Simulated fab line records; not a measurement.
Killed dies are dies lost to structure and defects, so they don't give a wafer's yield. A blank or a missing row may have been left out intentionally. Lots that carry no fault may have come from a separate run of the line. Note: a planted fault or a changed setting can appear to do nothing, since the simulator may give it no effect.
Which of the tools did it? :: flow n5_finfet :: Sampling: 10 lots, 30 wafers, 5 of 1938 route steps

## WHAT EACH GAUGE READ, for each wafer
The record lacks any reading of a measuring or inspecting step that a usual standard deviation could be used to judge.

## TOOL THAT RAN EACH LOT (tool first, then ch and the chambers of the sampled wafers, then the start)
lot: L479
N5_MIM_TOP_LITHO_DESCUM_10: rie_diel-06 ch 2,3, day 14 22:30
N5_MIM_TOP_ETCH_ETCH_00: rie_metal-02 ch 0,1, day 14 22:37
N5_MIM_TOP_ETCH_STRIP_01: rie_diel-04 ch 0,2,3, day 14 22:46
N5_MIM_TOP_ETCH_PECVD_03: pecvd-02 ch 0,1, day 14 22:49
N5_PASSIVATION_PROBE_49: -

lot: L477
N5_MIM_TOP_LITHO_DESCUM_10: rie_diel-02 ch 1,2,3, day 15 05:50
N5_MIM_TOP_ETCH_ETCH_00: rie_metal-02 ch 0,1, day 15 05:58
N5_MIM_TOP_ETCH_STRIP_01: rie_diel-01 ch 0,3, day 15 06:04
N5_MIM_TOP_ETCH_PECVD_03: pecvd-02 ch 0,1, day 15 06:08
N5_PASSIVATION_PROBE_49: prober-01, day 15 17:40

lot: L480
N5_MIM_TOP_LITHO_DESCUM_10: rie_diel-03 ch 0,3, day 15 07:46
N5_MIM_TOP_ETCH_ETCH_00: rie_metal-01 ch 0, day 15 07:54
N5_MIM_TOP_ETCH_STRIP_01: rie_diel-05 ch 0,1, day 15 08:07
N5_MIM_TOP_ETCH_PECVD_03: pecvd-02 ch 0,1,2, day 15 08:11
N5_PASSIVATION_PROBE_49: -

lot: L475
N5_MIM_TOP_LITHO_DESCUM_10: rie_diel-06 ch 0,2, day 15 09:59
N5_MIM_TOP_ETCH_ETCH_00: rie_metal-01 ch 0, day 15 10:05
N5_MIM_TOP_ETCH_STRIP_01: rie_diel-05 ch 0,2, day 15 10:28
N5_MIM_TOP_ETCH_PECVD_03: pecvd-02 ch 0,2, day 15 10:32
N5_PASSIVATION_PROBE_49: -

lot: L486
N5_MIM_TOP_LITHO_DESCUM_10: rie_diel-02 ch 0,1, day 16 12:10
N5_MIM_TOP_ETCH_ETCH_00: rie_metal-03 ch 0,1, day 16 12:16
N5_MIM_TOP_ETCH_STRIP_01: rie_diel-01 ch 0,1,3, day 16 12:34
N5_MIM_TOP_ETCH_PECVD_03: pecvd-02 ch 1,2, day 16 12:38
N5_PASSIVATION_PROBE_49: prober-02, day 16 21:35

lot: L488
N5_MIM_TOP_LITHO_DESCUM_10: rie_diel-06 ch 1,2,3, day 17 15:22
N5_MIM_TOP_ETCH_ETCH_00: rie_metal-01 ch 0,1, day 17 15:29
N5_MIM_TOP_ETCH_STRIP_01: rie_diel-01 ch 0,1,3, day 17 15:42
N5_MIM_TOP_ETCH_PECVD_03: pecvd-03 ch 0,1,2, day 17 15:46
N5_PASSIVATION_PROBE_49: prober-02, day 18 00:28

lot: L489
N5_MIM_TOP_LITHO_DESCUM_10: rie_diel-06 ch 1,2, day 17 16:09
N5_MIM_TOP_ETCH_ETCH_00: rie_metal-02 ch 0,1, day 17 16:14
N5_MIM_TOP_ETCH_STRIP_01: rie_diel-05 ch 0,1,2, day 17 16:22
N5_MIM_TOP_ETCH_PECVD_03: pecvd-03 ch 0,1, day 17 16:26
N5_PASSIVATION_PROBE_49: prober-01, day 18 08:16

lot: L490
N5_MIM_TOP_LITHO_DESCUM_10: rie_diel-02 ch 0,2,3, day 18 05:10
N5_MIM_TOP_ETCH_ETCH_00: rie_metal-02 ch 1, day 18 05:14
N5_MIM_TOP_ETCH_STRIP_01: rie_diel-01 ch 1,2,3, day 18 05:31
N5_MIM_TOP_ETCH_PECVD_03: pecvd-03 ch 1,2, day 18 05:34
N5_PASSIVATION_PROBE_49: prober-01, day 18 14:01

lot: L492
N5_MIM_TOP_LITHO_DESCUM_10: rie_diel-03 ch 1,2,3, day 18 08:44
N5_MIM_TOP_ETCH_ETCH_00: rie_metal-03 ch 1, day 18 08:49
N5_MIM_TOP_ETCH_STRIP_01: rie_diel-01 ch 1,2, day 18 08:59
N5_MIM_TOP_ETCH_PECVD_03: pecvd-02 ch 0,2, day 18 09:02
N5_PASSIVATION_PROBE_49: prober-02, day 18 17:46

lot: L496
N5_MIM_TOP_LITHO_DESCUM_10: rie_diel-02 ch 0,1,2, day 19 18:54
N5_MIM_TOP_ETCH_ETCH_00: rie_metal-03 ch 0,1, day 19 18:59
N5_MIM_TOP_ETCH_STRIP_01: rie_diel-01 ch 0,2,3, day 19 19:19
N5_MIM_TOP_ETCH_PECVD_03: pecvd-02 ch 0,2, day 19 19:23
N5_PASSIVATION_PROBE_49: -
- N5_MIM_TOP_LITHO_DESCUM_10: chemistry O2, time 7.9 s.
- N5_MIM_TOP_ETCH_ETCH_00: etches TiN in Cl2/BCl3, target depth 38.5 nm.
- N5_MIM_TOP_ETCH_STRIP_01: strips in O2.
- N5_MIM_TOP_ETCH_PECVD_03: deposits SiNx from SiH4/NH3/N2, target thk 20 nm, time 17.6 s.
- N5_PASSIVATION_PROBE_49

## AS READ BY THE TOOLS THEMSELVES (means over the sampled wafers that have a number; for cases with no such wafer, the mark the record gives instead)
N5_MIM_TOP_LITHO_DESCUM_10. Usual: drypump_motor_current_A 5.9 A, standard deviation 0.53; oes_product_au 0.84 a.u., standard deviation 0.088; rf_vpp_V 243.7 V, standard deviation 1.4; showerhead_plenum_p_Torr 2.13 Torr, standard deviation 0.077; throttle_valve_pct 20.3 %, standard deviation 0.3.
lot: L479
tool: rie_diel-06
drypump_motor_current_A (A): 6.4
oes_product_au (a.u.): 0.95
rf_vpp_V (V): 244.6
showerhead_plenum_p_Torr (Torr): 2.15
throttle_valve_pct (%): 20.2
flag: 

lot: L477
tool: rie_diel-02
drypump_motor_current_A (A): 5.7
oes_product_au (a.u.): 0.83
rf_vpp_V (V): 242.1
showerhead_plenum_p_Torr (Torr): 2.03
throttle_valve_pct (%): 20.3
flag: 

lot: L480
tool: rie_diel-03
drypump_motor_current_A (A): 5.3
oes_product_au (a.u.): 0.87
rf_vpp_V (V): 244.3
showerhead_plenum_p_Torr (Torr): 2.10
throttle_valve_pct (%): 20.2
flag: 

lot: L475
tool: rie_diel-06
drypump_motor_current_A (A): 6.0
oes_product_au (a.u.): 0.78
rf_vpp_V (V): 244.3
showerhead_plenum_p_Torr (Torr): 2.14
throttle_valve_pct (%): 20.4
flag: 

lot: L486
tool: rie_diel-02
drypump_motor_current_A (A): 5.7
oes_product_au (a.u.): 0.86
rf_vpp_V (V): 242.9
showerhead_plenum_p_Torr (Torr): 2.11
throttle_valve_pct (%): 20.5
flag: 

lot: L488
tool: rie_diel-06
drypump_motor_current_A (A): 6.1
oes_product_au (a.u.): 0.88
rf_vpp_V (V): 244.5
showerhead_plenum_p_Torr (Torr): 2.14
throttle_valve_pct (%): 20.3
flag: 

lot: L489
tool: rie_diel-06
drypump_motor_current_A (A): 5.9
oes_product_au (a.u.): 0.89
rf_vpp_V (V): 243.5
showerhead_plenum_p_Torr (Torr): 2.15
throttle_valve_pct (%): 20.4
flag: 

lot: L490
tool: rie_diel-02
drypump_motor_current_A (A): 5.9
oes_product_au (a.u.): 0.86
rf_vpp_V (V): 243.5
showerhead_plenum_p_Torr (Torr): 2.16
throttle_valve_pct (%): 20.0
flag: 

lot: L492
tool: rie_diel-03
drypump_motor_current_A (A): 5.9
oes_product_au (a.u.): 0.86
rf_vpp_V (V): 245.1
showerhead_plenum_p_Torr (Torr): 2.20
throttle_valve_pct (%): 20.4
flag: 

lot: L496
tool: rie_diel-02
drypump_motor_current_A (A): 5.6
oes_product_au (a.u.): 0.82
rf_vpp_V (V): 243.3
showerhead_plenum_p_Torr (Torr): 2.09
throttle_valve_pct (%): 20.3
flag: 

N5_MIM_TOP_ETCH_ETCH_00. Usual: drypump_motor_current_A 5.5 A, standard deviation 0.58; oes_product_au 0.83 a.u., standard deviation 0.061; throttle_valve_pct 22.66 %, standard deviation 0.26.
lot: L479
tool: rie_metal-02
drypump_motor_current_A (A): 5.9
oes_product_au (a.u.): 0.88
throttle_valve_pct (%): 22.69
flag: 

lot: L477
tool: rie_metal-02
drypump_motor_current_A (A): 5.9
oes_product_au (a.u.): 0.85
throttle_valve_pct (%): 22.69
flag: 

lot: L480
tool: rie_metal-01
drypump_motor_current_A (A): 5.0
oes_product_au (a.u.): 0.82
throttle_valve_pct (%): 22.68
flag: 

lot: L475
tool: rie_metal-01
drypump_motor_current_A (A): 5.0
oes_product_au (a.u.): 0.82
throttle_valve_pct (%): 22.67
flag: 

lot: L486
tool: rie_metal-03
drypump_motor_current_A (A): 5.4
oes_product_au (a.u.): 0.82
throttle_valve_pct (%): 22.78
flag: 

lot: L488
tool: rie_metal-01
drypump_motor_current_A (A): 5.1
oes_product_au (a.u.): 0.79
throttle_valve_pct (%): 22.59
flag: 

lot: L489
tool: rie_metal-02
drypump_motor_current_A (A): 5.9
oes_product_au (a.u.): 0.84
throttle_valve_pct (%): 22.70
flag: 

lot: L490
tool: rie_metal-02
drypump_motor_current_A (A): 6.4
oes_product_au (a.u.): 0.81
throttle_valve_pct (%): 22.86
flag: 

lot: L492
tool: rie_metal-03
drypump_motor_current_A (A): 6.0
oes_product_au (a.u.): 0.90
throttle_valve_pct (%): 22.36
flag: 

lot: L496
tool: rie_metal-03
drypump_motor_current_A (A): 5.7
oes_product_au (a.u.): 0.84
throttle_valve_pct (%): 22.58
flag: 

N5_MIM_TOP_ETCH_STRIP_01. Usual: drypump_motor_current_A 5.7 A, standard deviation 0.49; oes_product_au 0.82 a.u., standard deviation 0.079; rf_vpp_V 3.7 V, standard deviation 1.6; showerhead_plenum_p_Torr 2.08 Torr, standard deviation 0.07; throttle_valve_pct 16.67 %, standard deviation 0.17.
lot: L479
tool: rie_diel-04
drypump_motor_current_A (A): 5.7
oes_product_au (a.u.): 0.87
rf_vpp_V (V): 4.6
showerhead_plenum_p_Torr (Torr): 2.03
throttle_valve_pct (%): 16.58
flag: 

lot: L477
tool: rie_diel-01
drypump_motor_current_A (A): 6.2
oes_product_au (a.u.): 0.86
rf_vpp_V (V): 3.2
showerhead_plenum_p_Torr (Torr): 2.08
throttle_valve_pct (%): 16.64
flag: 

lot: L480
tool: rie_diel-05
drypump_motor_current_A (A): 5.5
oes_product_au (a.u.): 0.78
rf_vpp_V (V): 3.5
showerhead_plenum_p_Torr (Torr): 2.20
throttle_valve_pct (%): 16.97
flag: 

lot: L475
tool: rie_diel-05
drypump_motor_current_A (A): 5.0
oes_product_au (a.u.): 0.69
rf_vpp_V (V): 3.5
showerhead_plenum_p_Torr (Torr): 2.11
throttle_valve_pct (%): 16.98
flag: 

lot: L486
tool: rie_diel-01
drypump_motor_current_A (A): 6.2
oes_product_au (a.u.): 0.89
rf_vpp_V (V): 2.8
showerhead_plenum_p_Torr (Torr): 2.10
throttle_valve_pct (%): 16.53
flag: 

lot: L488
tool: rie_diel-01
drypump_motor_current_A (A): 6.2
oes_product_au (a.u.): 0.87
rf_vpp_V (V): 3.6
showerhead_plenum_p_Torr (Torr): 2.10
throttle_valve_pct (%): 16.59
flag: 

lot: L489
tool: rie_diel-05
drypump_motor_current_A (A): 5.4
oes_product_au (a.u.): 0.84
rf_vpp_V (V): 3.7
showerhead_plenum_p_Torr (Torr): 2.13
throttle_valve_pct (%): 16.84
flag: 

lot: L490
tool: rie_diel-01
drypump_motor_current_A (A): 5.9
oes_product_au (a.u.): 0.84
rf_vpp_V (V): 2.8
showerhead_plenum_p_Torr (Torr): 2.10
throttle_valve_pct (%): 16.55
flag: 

lot: L492
tool: rie_diel-01
drypump_motor_current_A (A): 5.8
oes_product_au (a.u.): 0.88
rf_vpp_V (V): 3.5
showerhead_plenum_p_Torr (Torr): 2.15
throttle_valve_pct (%): 16.51
flag: 

lot: L496
tool: rie_diel-01
drypump_motor_current_A (A): 5.8
oes_product_au (a.u.): 0.79
rf_vpp_V (V): 2.3
showerhead_plenum_p_Torr (Torr): 2.08
throttle_valve_pct (%): 16.66
flag: 

N5_MIM_TOP_ETCH_PECVD_03. Usual: chamber_pressure_Torr 1.500 Torr, standard deviation 0.0031; heater_power_outer_w 481 W, standard deviation 56; heater_power_w 797 W, standard deviation 82; showerhead_plenum_p_Torr 5.13 Torr, standard deviation 0.088; throttle_valve_pct 39.7 %, standard deviation 2.2.
lot: L479
tool: pecvd-02
chamber_pressure_Torr (Torr): -
heater_power_outer_w (W): -
heater_power_w (W): -
showerhead_plenum_p_Torr (Torr): -
throttle_valve_pct (%): -
flag: OFF

lot: L477
tool: pecvd-02
chamber_pressure_Torr (Torr): -
heater_power_outer_w (W): -
heater_power_w (W): -
showerhead_plenum_p_Torr (Torr): -
throttle_valve_pct (%): -
flag: OFF

lot: L480
tool: pecvd-02
chamber_pressure_Torr (Torr): 1.500
heater_power_outer_w (W): 491
heater_power_w (W): 819
showerhead_plenum_p_Torr (Torr): 5.11
throttle_valve_pct (%): 40.6
flag: 

lot: L475
tool: pecvd-02
chamber_pressure_Torr (Torr): 1.497
heater_power_outer_w (W): 487
heater_power_w (W): 831
showerhead_plenum_p_Torr (Torr): 5.05
throttle_valve_pct (%): 41.2
flag: 

lot: L486
tool: pecvd-02
chamber_pressure_Torr (Torr): 1.502
heater_power_outer_w (W): 509
heater_power_w (W): 874
showerhead_plenum_p_Torr (Torr): 5.05
throttle_valve_pct (%): 40.6
flag: 

lot: L488
tool: pecvd-03
chamber_pressure_Torr (Torr): 1.500
heater_power_outer_w (W): 464
heater_power_w (W): 766
showerhead_plenum_p_Torr (Torr): 5.13
throttle_valve_pct (%): 39.2
flag: 

lot: L489
tool: pecvd-03
chamber_pressure_Torr (Torr): 1.502
heater_power_outer_w (W): 418
heater_power_w (W): 738
showerhead_plenum_p_Torr (Torr): 5.10
throttle_valve_pct (%): 39.9
flag: 

lot: L490
tool: pecvd-03
chamber_pressure_Torr (Torr): 1.499
heater_power_outer_w (W): 426
heater_power_w (W): 738
showerhead_plenum_p_Torr (Torr): 5.16
throttle_valve_pct (%): 37.0
flag: 

lot: L492
tool: pecvd-02
chamber_pressure_Torr (Torr): 1.502
heater_power_outer_w (W): 567
heater_power_w (W): 904
showerhead_plenum_p_Torr (Torr): 5.12
throttle_valve_pct (%): 41.4
flag: 

lot: L496
tool: pecvd-02
chamber_pressure_Torr (Torr): 1.501
heater_power_outer_w (W): 567
heater_power_w (W): 891
showerhead_plenum_p_Torr (Torr): 5.11
throttle_valve_pct (%): 41.4
flag: 

N5_PASSIVATION_PROBE_49. Usual: defect_limited_yield 91.4 %, standard deviation 1.2; killed_at_M0_to_M3 35, standard deviation 11; killed_at_M4_up 14, standard deviation 6; killed_at_contacts 12, standard deviation 6.7; killed_at_front_end 37, standard deviation 9.7; killed_at_other 3.5, standard deviation 2.5; killed_dies 102, standard deviation 15; killed_open 67, standard deviation 12; killed_short 33, standard deviation 7.3; sort_bin_5_function 5.1 %, standard deviation 0.81; sort_bin_6_memory 3.2 %, standard deviation 0.65; sort_n_pass 1078, standard deviation 15; sort_yield_pct 91.4 %, standard deviation 1.2.
lot: L477
tool: prober-01
defect_limited_yield (%): 92.7
killed_at_M0_to_M3: 23
killed_at_M4_up: 13
killed_at_contacts: 9
killed_at_front_end: 39
killed_at_other: 3.0
killed_dies: 86
killed_open: 55
killed_short: 30
sort_bin_5_function (%): 4.3
sort_bin_6_memory (%): 2.9
sort_n_pass: 1094
sort_yield_pct (%): 92.7
flag: 

lot: L486
tool: prober-02
defect_limited_yield (%): 92.5
killed_at_M0_to_M3: 32
killed_at_M4_up: 20
killed_at_contacts: 8
killed_at_front_end: 26
killed_at_other: 2.5
killed_dies: 88
killed_open: 58
killed_short: 30
sort_bin_5_function (%): 4.7
sort_bin_6_memory (%): 2.5
sort_n_pass: 1092
sort_yield_pct (%): 92.5
flag: 

lot: L488
tool: prober-02
defect_limited_yield (%): 91.7
killed_at_M0_to_M3: 34
killed_at_M4_up: 15
killed_at_contacts: 11
killed_at_front_end: 35
killed_at_other: 2.0
killed_dies: 98
killed_open: 62
killed_short: 35
sort_bin_5_function (%): 4.6
sort_bin_6_memory (%): 3.1
sort_n_pass: 1082
sort_yield_pct (%): 91.7
flag: 

lot: L489
tool: prober-01
defect_limited_yield (%): 91.7
killed_at_M0_to_M3: 33
killed_at_M4_up: 10
killed_at_contacts: 13
killed_at_front_end: 32
killed_at_other: 9.3
killed_dies: 97
killed_open: 60
killed_short: 37
sort_bin_5_function (%): 4.5
sort_bin_6_memory (%): 3.4
sort_n_pass: 1083
sort_yield_pct (%): 91.7
flag: 

lot: L490
tool: prober-01
defect_limited_yield (%): 91.5
killed_at_M0_to_M3: 38
killed_at_M4_up: 14
killed_at_contacts: 13
killed_at_front_end: 30
killed_at_other: 5.7
killed_dies: 100
killed_open: 67
killed_short: 33
sort_bin_5_function (%): 5.3
sort_bin_6_memory (%): 3.0
sort_n_pass: 1080
sort_yield_pct (%): 91.5
flag: 

lot: L492
tool: prober-02
defect_limited_yield (%): 90.0
killed_at_M0_to_M3: 52
killed_at_M4_up: 9
killed_at_contacts: 12
killed_at_front_end: 41
killed_at_other: 4.0
killed_dies: 118
killed_open: 76
killed_short: 42
sort_bin_5_function (%): 5.7
sort_bin_6_memory (%): 4.0
sort_n_pass: 1062
sort_yield_pct (%): 90.0
flag: 

## THE ANSWER, worked out from the rows above alone
Rule: take the mean of a lot's wafers that have a number; if it is more than 3 standard deviations from the usual mean, the lot is off. Also off: a lot with no number at a reading for which 4 or more lots have one. All remaining lots with rows at the step are treated as sound. Order of review: gauges by route order, followed by the tools' own readings, for which a lot's mean as printed above is used. At the first step where some lot is off, the reading lying furthest off is the one used; lots without a number count as furthest.
Off: L479, L477, at N5_MIM_TOP_ETCH_PECVD_03 (chamber_pressure_Torr). Without a number there: L479, L477.
If a tool, at that step or one of the process steps before it, ran each lot that is off and ran no sound lot following the first of them, it fits. None of those tried fits.

## WHAT THE SIMULATOR HAD INSERTED
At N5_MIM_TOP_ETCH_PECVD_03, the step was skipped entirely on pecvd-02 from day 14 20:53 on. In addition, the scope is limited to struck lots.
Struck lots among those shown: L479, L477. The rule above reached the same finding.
